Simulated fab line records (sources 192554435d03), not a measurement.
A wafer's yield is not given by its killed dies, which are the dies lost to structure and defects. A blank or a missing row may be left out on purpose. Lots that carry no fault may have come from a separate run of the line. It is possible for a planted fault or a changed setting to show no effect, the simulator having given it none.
Chamber matching ; flow n5 finfet ; rie diel-04 running N5_BEOL_M0_SAQP_CUT_ETCH_46: 4 sister chambers
The step etches SOC in N2/H2, target depth 135 nm, overetch 27 nm, time 202.5 s. 4 wafers are shown with their chamber, then 7 later ones without.

== WAFERS WITH THEIR CHAMBER ==
wafer;chamber;rf vpp V (V)
L078.6;1;528.5
L079.5;0;525.0
L084.2;2;527.1
L084.3;3;519.7

== WAFERS WITH NO CHAMBER GIVEN ==
wafer;rf vpp V (V)
L084.6;524.5
L092.1;528.5
L092.2;523.2
L092.5;528.2
L096.2;526.0
L096.5;523.9
L096.6;528.0

== THE CHAMBER EACH PASSED THROUGH ==
wafer;from the rows above;in truth
L084.6;0;0
L092.1;can't be placed: 1 or 2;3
L092.2;can't be placed: 0 or 3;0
L092.5;can't be placed: 1 or 2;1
L096.2;can't be placed: 0 or 2 or 1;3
L096.5;0;0
L096.6;can't be placed: 1 or 2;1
Placed correctly: 2 of 7. From these rows, 5 cannot be placed; in 3 the true chamber is one of the candidates. Placed wrongly: 0.
How it was worked out, from the rows above alone: a wafer's distance from a chamber is the root of the sum, over the readings, of the square of ((its reading less the chamber's mean) divided by the reading's scatter). If the next closest chamber is less than 2 further off than the closest, the wafer can't be placed; otherwise it belongs to the closest. For every chamber, the mean is computed from those of its wafers that are shown. The scatter: root of mean squared gap, hidden wafer to nearest shown wafer, with one shown wafer a chamber.
